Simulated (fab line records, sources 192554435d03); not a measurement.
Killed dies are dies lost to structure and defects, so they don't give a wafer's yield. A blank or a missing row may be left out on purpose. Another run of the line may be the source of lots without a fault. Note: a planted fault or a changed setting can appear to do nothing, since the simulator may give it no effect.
fab line records	flow n5_finfet
record lots=7	wafers=39
route steps=1938 shown BEOL_M10@1512 BEOL_M11@1573
start_h: start of the lot's first displayed wafer, in hours after the record's first day	wait_h: how many hours have passed since the lot's step before this one	" as in the row above	L1.1+2: several wafers, shown together as one row	- no value present, or no start provided	* or withheld: withheld	< > ~ a bound
route shown NAME@n: names a module that has steps shown in the file, with the first one's number in the route	usual: mean/standard deviation of fault-free wafers	same: alike in all rows	chamber/n: place in a boat	sites: each site's reading	_std_site: their standard deviation	_edge_site: inner sites' mean taken away from outer sites' mean	radius_mm: for every site, how far away it sits from the centre of the wafer	mask NAME#n: copy n	behind: the last tool/chamber to shape the wafer	hold: why the lot was held/for how many hours/how that ended	device: names the non-switching transistor (n, p or np)	end of line: the same wafers' tests at the end of the route	for a step that has no rows: nothing shown but its recipe	killed: the dies lost at the first sort to structure and to defects; this is not the yield of the wafer	map: dies across one wafer; x = killed, . = not, _ = none there
set.NAME: the setting that was run; set.NAME@STEP: the one run at that earlier step	model.NAME: the simulator's own value behind a step, which no gauge read
lots where settings were altered on purpose, with a table for each step and a row for each wafer
## steps
# step N5_BEOL_M10_TRENCH_ETCH_37
# recipe chemistry=C4F6/O2	target_depth_a=1488.3	target=SiCOH_lowk	time_s=48	ion_energy_ev=250	pressure_mtorr=30	source_w=345	bias_w=185	Ar_flow_sccm=300	C4F6_flow_sccm=10	O2_flow_sccm=10
lot.wafer	tool	chamber	start_h	wait_h	set.target_depth_a	model.etch.depth_nm	model.BEOL_M10.feature_depth_nm	model.TiN_of_BEOL_M10_HM_DEP_02.thk_nm
L079.1	rie_diel-01	3	-	-	1488.3	148.5	148.4	16.2
L079.5	"	3	"	"	1488.3	148	148	16
L079.6	"	0	"	"	1488.3	145	145	16
L081.1	rie_diel-06	3	-	-	1932	192.9	193	14.8
L081.2	"	2	"	"	1932	195.5	195.4	14.8
L081.3	"	0	"	"	1488.3	145.4	145.4	15.8
L081.4	"	1	"	"	1932	193.2	193.2	14.8
L081.5	"	3	"	"	1488.3	148.9	148.8	15.8
L081.6	"	0	"	"	1488.3	146.1	146	15.6
L082.1	rie_diel-03	3	-	-	1488.3	144.9	144.8	16
L082.2	"	2	"	"	1488.3	152	152	16
L082.3	"	1	"	"	1847	191.4	191.4	15
L082.4	"	0	"	"	1847	184.8	184.8	15
L082.5	"	0	"	"	1847	183.7	183.8	14.8
L082.6	"	1	"	"	1488.3	155.3	155.4	15.6
L084.1	rie_diel-01	3	-	-	1819	182.9	182.8	14.8
L084.2	"	1	"	"	1819	187.1	187.2	14.6
L084.3	"	0	"	"	1488.3	145.9	146	15.6
L084.4	"	1	"	"	1488.3	152.8	152.8	15.4
L084.5	"	3	"	"	1819	183.1	183.2	14.8
L084.6	"	0	"	"	1488.3	145.9	145.8	15.6
L087.1	rie_diel-06	0	-	-	1488.3	146.3	146.4	16.4
L087.2	"	1	"	"	1788	181.1	181.2	15.4
L087.3	"	2	"	"	1788	181	181	15
L087.4	"	3	"	"	1488.3	150.2	150.2	15.8
L087.5	"	1	"	"	1488.3	150.2	150.2	16.4
L087.6	"	0	"	"	1788	175.1	175	15.4
L091.1	rie_diel-06	1	-	-	1488.3	148.3	148.4	15.8
L091.2	"	0	"	"	1900	184.8	184.8	14.6
L091.3	"	2	"	"	1488.3	149.2	149.2	16
L091.4	"	3	"	"	1900	191	191	14.8
L091.5	"	2	"	"	1900	189.6	189.6	14.6
L091.6	"	1	"	"	1488.3	147.9	148	15.8
L096.1	rie_diel-01	3	-	-	1488.3	146.5	146.4	16.6
L096.2	"	1	"	"	855.9	86.7	86.8	18.2
L096.3	"	2	"	"	1488.3	145.8	145.8	16.6
L096.4	"	3	"	"	855.9	84.68	84.6	17.8
L096.5	"	2	"	"	855.9	83.69	83.6	18.2
L096.6	"	1	"	"	1488.3	151.6	151.6	16.4
# step N5_BEOL_M10_ETCH_41
# recipe chemistry=CH3F/O2	target=SiCN	target_depth_a=426	taper_deg=2	time_s=86	ion_energy_ev=120	mask_material=TiN	pressure_mtorr=30	source_w=395	bias_w=75	Ar_flow_sccm=150	CH3F_flow_sccm=30	O2_flow_sccm=20
# step N5_BEOL_M10_STRIP_77
# recipe chemistry=N2/H2	time_s=10	power_w=450	temp_c=40	pressure_mtorr=20	rf_frequency_hz=6e+07	bias_power_w=7	n2_flow_sccm=200	h2_flow_sccm=200
# step N5_BEOL_M10_OCD_MEAS_38
# usual trench_depth_nm=147.9/2.8
lot.wafer	tool	chamber	start_h	wait_h	set.target_depth_a@BEOL_M10_TRENCH_ETCH_37	trench_depth_nm
L079.1	ocd-02	-	267.56	-	1488.3	148.9
L079.5	"	-	"	"	1488.3	148.3
L079.6	"	-	"	"	1488.3	145.2
L081.1	ocd-01	-	297.31	-	1932	193.0
L081.2	"	-	"	"	1932	195.5
L081.3	"	-	"	"	1488.3	145.4
L081.4	"	-	"	"	1932	192.8
L081.5	"	-	"	"	1488.3	149.0
L081.6	"	-	"	"	1488.3	146.4
L082.1	ocd-01	-	306.00	-	1488.3	144.6
L082.2	"	-	"	"	1488.3	152.0
L082.3	"	-	"	"	1847	191.7
L082.4	"	-	"	"	1847	184.4
L082.5	"	-	"	"	1847	183.5
L082.6	"	-	"	"	1488.3	154.9
L084.1	ocd-01	-	306.40	-	1819	182.9
L084.2	"	-	"	"	1819	187.8
L084.3	"	-	"	"	1488.3	146.1
L084.4	"	-	"	"	1488.3	152.7
L084.5	"	-	"	"	1819	183.2
L084.6	"	-	"	"	1488.3	145.9
L087.1	ocd-02	-	325.61	-	1488.3	146.0
L087.2	"	-	"	"	1788	181.3
L087.3	"	-	"	"	1788	180.9
L087.4	"	-	"	"	1488.3	150.6
L087.5	"	-	"	"	1488.3	150.3
L087.6	"	-	"	"	1788	174.7
L091.1	ocd-01	-	344.45	-	1488.3	147.8
L091.2	"	-	"	"	1900	184.9
L091.3	"	-	"	"	1488.3	149.3
L091.4	"	-	"	"	1900	191.0
L091.5	"	-	"	"	1900	190.0
L091.6	"	-	"	"	1488.3	148.4
L096.1	ocd-02	-	380.78	-	1488.3	146.4
L096.2	"	-	"	"	855.9	86.5
L096.3	"	-	"	"	1488.3	145.4
L096.4	"	-	"	"	855.9	84.9
L096.5	"	-	"	"	855.9	83.9
L096.6	"	-	"	"	1488.3	151.9
# step N5_BEOL_M10_HM_STRIP_39
# recipe chemistry=peroxide_tin_strip	material=TiN	target_depth_a=250	temp_c=50	time_s=158
# step N5_BEOL_M10_SRD_40
# recipe time_s=30	temp_c=23	rinse_liquid=diw	dry=ipa_marangoni
# step N5_BEOL_M10_ECD_50
# recipe material=Cu	target_thk_a=3180
# step N5_BEOL_M10_ANNEAL_51
# recipe temp_c=225	time_s=90	ambient=N2
# step N5_BEOL_M10_CMP_52
# recipe stop_on=SiCOH_lowk	t_overpolish_s=7	down_force_psi=1	platen_rpm=50	clearing_platen_down_force_psi=1.5	clearing_platen_rpm=50	post_cmp_clean=cu_alkaline	target_thk_nm=140	clearing_platen_pad_velocity_m_s=0.99484	pad_velocity_m_s=0.99484
lot.wafer	tool	chamber	start_h	wait_h	set.target_depth_a@BEOL_M10_TRENCH_ETCH_37	model.Cu_of_BEOL_M10_ECD_50.thk_nm
L079.1	cmp-04	2	270.45	0.4	1488.3	139.8
L079.5	"	3	"	"	1488.3	138
L079.6	"	0	"	"	1488.3	136.6
L081.3	cmp-03	3	299.99	0.2	1488.3	138
L081.2	"	0	"	"	1932	188
L081.1	"	1	"	"	1932	185.2
L081.4	"	2	"	"	1932	185.6
L081.5	"	3	"	"	1488.3	141.2
L081.6	"	0	"	"	1488.3	137.6
L084.4	cmp-03	3	308.77	0.1	1488.3	144.2
L084.1	"	0	"	"	1819	173.4
L084.3	"	1	"	"	1488.3	138.2
L084.2	"	2	"	"	1819	178.8
L084.6	"	3	"	"	1488.3	137.6
L084.5	"	0	"	"	1819	173.6
L082.3	cmp-04	1	308.95	0.2	1847	181.8
L082.2	"	2	"	"	1488.3	143.6
L082.4	"	3	"	"	1847	175
L082.1	"	0	"	"	1488.3	136.2
L082.5	"	1	"	"	1847	173.4
L082.6	"	2	"	"	1488.3	147
L087.3	cmp-04	0	328.83	0.2	1788	172.4
L087.4	"	1	"	"	1488.3	141
L087.2	"	2	"	"	1788	173.8
L087.1	"	3	"	"	1488.3	135.4
L087.5	"	0	"	"	1488.3	141.2
L087.6	"	1	"	"	1788	164.4
L091.2	cmp-02	3	346.89	0.2	1900	176
L091.4	"	0	"	"	1900	181.8
L091.3	"	1	"	"	1488.3	141.2
L091.1	"	2	"	"	1488.3	141.4
L091.5	"	3	"	"	1900	180.4
L091.6	"	0	"	"	1488.3	139.4
L096.4	cmp-02	2	383.45	0.1	855.9	77.2
L096.3	"	3	"	"	1488.3	136.2
L096.1	"	0	"	"	1488.3	137.2
L096.2	"	1	"	"	855.9	77.8
L096.5	"	2	"	"	855.9	76
L096.6	"	3	"	"	1488.3	141.2
# step N5_BEOL_M10_THK_MEAS_53
# recipe thk_meas_gauge=xrf	reads=Cu_of_BEOL_M10_ECD_50
# usual M10_THK=139/3.1
lot.wafer	tool	chamber	start_h	wait_h	set.target_depth_a@BEOL_M10_TRENCH_ETCH_37	M10_THK[nm]
L079.1	film_metro-01	-	270.63	-	1488.3	140
L079.5	"	-	"	"	1488.3	138
L079.6	"	-	"	"	1488.3	137
L081.1	film_metro-01	-	300.28	-	1932	185
L081.2	"	-	"	"	1932	188
L081.3	"	-	"	"	1488.3	137
L081.4	"	-	"	"	1932	185
L081.5	"	-	"	"	1488.3	141
L081.6	"	-	"	"	1488.3	137
L084.1	film_metro-02	-	309.07	-	1819	173
L084.2	"	-	"	"	1819	178
L084.3	"	-	"	"	1488.3	138
L084.4	"	-	"	"	1488.3	143
L084.5	"	-	"	"	1819	174
L084.6	"	-	"	"	1488.3	137
L082.1	film_metro-02	-	309.24	-	1488.3	136
L082.2	"	-	"	"	1488.3	144
L082.3	"	-	"	"	1847	182
L082.4	"	-	"	"	1847	176
L082.5	"	-	"	"	1847	174
L082.6	"	-	"	"	1488.3	147
L087.1	film_metro-01	-	329.12	-	1488.3	137
L087.2	"	-	"	"	1788	175
L087.3	"	-	"	"	1788	174
L087.4	"	-	"	"	1488.3	142
L087.5	"	-	"	"	1488.3	143
L087.6	"	-	"	"	1788	167
L091.1	film_metro-01	-	347.18	-	1488.3	142
L091.2	"	-	"	"	1900	177
L091.3	"	-	"	"	1488.3	142
L091.4	"	-	"	"	1900	182
L091.5	"	-	"	"	1900	181
L091.6	"	-	"	"	1488.3	140
L096.1	film_metro-01	-	383.75	-	1488.3	138
L096.2	"	-	"	"	855.9	79
L096.3	"	-	"	"	1488.3	138
L096.4	"	-	"	"	855.9	78
L096.5	"	-	"	"	855.9	77
L096.6	"	-	"	"	1488.3	143
# step N5_BEOL_M10_PRE_CLEAN_55
# recipe gas=NH3	time_s=15	temp_c=withheld	rf_power_w=300
# step N5_BEOL_M10_DEP_56
# recipe material=SiCN	target_thk_a=150	temp_c=withheld	precursor=3MS/NH3	pressure_torr=3	rf_w=202	time_s=26.5
# step N5_BEOL_M10_RS_MEAS_57
# recipe thk_meas_gauge=four-point-probe	reads=Cu_of_BEOL_M10_ECD_50+Co_of_BEOL_M10_CVD_75+TaN_of_BEOL_M10_ALD_74
# usual M10_RS=0.152/0.0037
lot.wafer	tool	chamber	start_h	wait_h	set.target_depth_a@BEOL_M10_TRENCH_ETCH_37	M10_RS[ohm/sq]
L079.1	film_metro-01	-	270.77	0.1	1488.3	0.151
L079.5	"	-	"	"	1488.3	0.153
L079.6	"	-	"	"	1488.3	0.155
L081.1	film_metro-01	-	300.43	0.1	1932	0.111
L081.2	"	-	"	"	1932	0.109
L081.3	"	-	"	"	1488.3	0.154
L081.4	"	-	"	"	1932	0.111
L081.5	"	-	"	"	1488.3	0.150
L081.6	"	-	"	"	1488.3	0.154
L084.1	film_metro-01	-	309.20	0.1	1819	0.120
L084.2	"	-	"	"	1819	0.116
L084.3	"	-	"	"	1488.3	0.153
L084.4	"	-	"	"	1488.3	0.146
L084.5	"	-	"	"	1819	0.120
L084.6	"	-	"	"	1488.3	0.154
L082.1	film_metro-01	-	309.38	0.1	1488.3	0.156
L082.2	"	-	"	"	1488.3	0.147
L082.3	"	-	"	"	1847	0.113
L082.4	"	-	"	"	1847	0.118
L082.5	"	-	"	"	1847	0.120
L082.6	"	-	"	"	1488.3	0.143
L087.1	film_metro-01	-	329.26	0.1	1488.3	0.156
L087.2	"	-	"	"	1788	0.119
L087.3	"	-	"	"	1788	0.120
L087.4	"	-	"	"	1488.3	0.150
L087.5	"	-	"	"	1488.3	0.149
L087.6	"	-	"	"	1788	0.126
L091.1	film_metro-01	-	347.33	0.1	1488.3	0.149
L091.2	"	-	"	"	1900	0.117
L091.3	"	-	"	"	1488.3	0.149
L091.4	"	-	"	"	1900	0.114
L091.5	"	-	"	"	1900	0.114
L091.6	"	-	"	"	1488.3	0.152
L096.1	film_metro-01	-	383.92	0.1	1488.3	0.154
L096.2	"	-	"	"	855.9	0.294
L096.3	"	-	"	"	1488.3	0.156
L096.4	"	-	"	"	855.9	0.298
L096.5	"	-	"	"	855.9	0.303
L096.6	"	-	"	"	1488.3	0.150
# step N5_BEOL_M11_ETCH_66
# recipe chemistry=N2/H2	target=SOC	target_depth_a=1200	overetch_a=240	mask_material=SiARC	temp_c=40	time_s=180	ion_energy_ev=200	pressure_mtorr=30	source_w=840	bias_w=150	n2_flow_sccm=200	h2_flow_sccm=200
lot.wafer	tool	chamber	start_h	wait_h	set.time_s	model.etch.depth_nm	model.SiARC_of_BEOL_M11_COAT_64.thk_nm
L079.1	rie_diel-04	0	275.78	0.0	180	100.7	22.6
L079.5+6	"	0,2	"	"	180	100.4	22.6
L081.1	rie_diel-04	2	305.69	0.0	180	100.2	22.6
L081.2	"	0	"	"	103	83.56	25.8
L081.3	"	3	"	"	180	100.7	22.8
L081.4	"	1	"	"	180	100.4	23
L081.5	"	0	"	"	103	83.32	25.8
L081.6	"	3	"	"	103	81.44	26
L084.1	rie_diel-04	1	316.80	0.0	100.2	79.83	26
L084.2	"	3	"	"	180	100.1	23
L084.3	"	2	"	"	100.2	79.25	26
L084.4	"	0	"	"	100.2	81.12	26
L084.5	"	1	"	"	180	100.2	22.8
L084.6	"	0	"	"	180	100.1	22.6
L082.1+4	rie_diel-04	1,0	317.27	0.0	180	100.1	22.6
L082.2	"	3	"	"	180	99.6	22.8
L082.3	"	2	"	"	180	99.98	22.6
L082.5	"	2	"	"	180	100.2	22.6
L082.6	"	1	"	"	180	100	22.8
L087.1	rie_diel-04	0	334.08	0.0	180	100.3	22.4
L087.2	"	1	"	"	180	100.3	22.8
L087.3	"	2	"	"	180	99.77	22.6
L087.4	"	3	"	"	180	100.2	22.8
L087.5	"	0	"	"	180	100.3	22.6
L087.6	"	1	"	"	180	100	23
L091.1	rie_diel-04	0	353.58	0.0	262.2	100.1	19.4
L091.2	"	2	"	"	262.2	100	19.2
L091.3	"	1	"	"	180	100.1	23
L091.4	"	1	"	"	180	100	23
L091.5	"	2	"	"	262.2	99.69	19.2
L091.6	"	0	"	"	180	100.2	22.6
L096.1	rie_diel-05	3	389.88	0.0	90.37	72.66	26.4
L096.2	"	2	"	"	90.37	71.35	26.4
L096.3	"	0	"	"	180	100.4	22.4
L096.4	"	0	"	"	180	100.5	22.4
L096.5	"	3	"	"	180	100.5	22.8
L096.6	"	2	"	"	90.37	71.95	26.4
## key
split step=N5_BEOL_M10_TRENCH_ETCH_37	setting=target_depth_a	stated=1488.3	by=wafer
response step=N5_BEOL_M10_TRENCH_ETCH_37	reading=model.etch.depth_nm	change=+1.51	per=1%	r=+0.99
response step=N5_BEOL_M10_TRENCH_ETCH_37	reading=model.BEOL_M10.feature_depth_nm	change=+1.51	per=1%	r=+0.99
response step=N5_BEOL_M10_TRENCH_ETCH_37	reading=model.TiN_of_BEOL_M10_HM_DEP_02.thk_nm	change=-0.0375	per=1%	r=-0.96
response step=N5_BEOL_M10_OCD_MEAS_38	reading=trench_depth_nm	change=+1.51	per=1%	r=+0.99
response step=N5_BEOL_M10_CMP_52	reading=model.Cu_of_BEOL_M10_ECD_50.thk_nm	change=+1.48	per=1%	r=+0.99
response step=N5_BEOL_M10_THK_MEAS_53	reading=M10_THK	change=+1.49	per=1%	r=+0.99
response step=N5_BEOL_M10_RS_MEAS_57	reading=M10_RS	change=-0.00212	per=1%	r=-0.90
split step=N5_BEOL_M11_ETCH_66	setting=time_s	stated=180	by=wafer
response step=N5_BEOL_M11_ETCH_66	reading=model.etch.depth_nm	shape=bent	at_lowest=71.99	at_stated=100.2	at_highest=99.93
response step=N5_BEOL_M11_ETCH_66	reading=model.SiARC_of_BEOL_M11_COAT_64.thk_nm	change=-0.0754	per=1%	r=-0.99
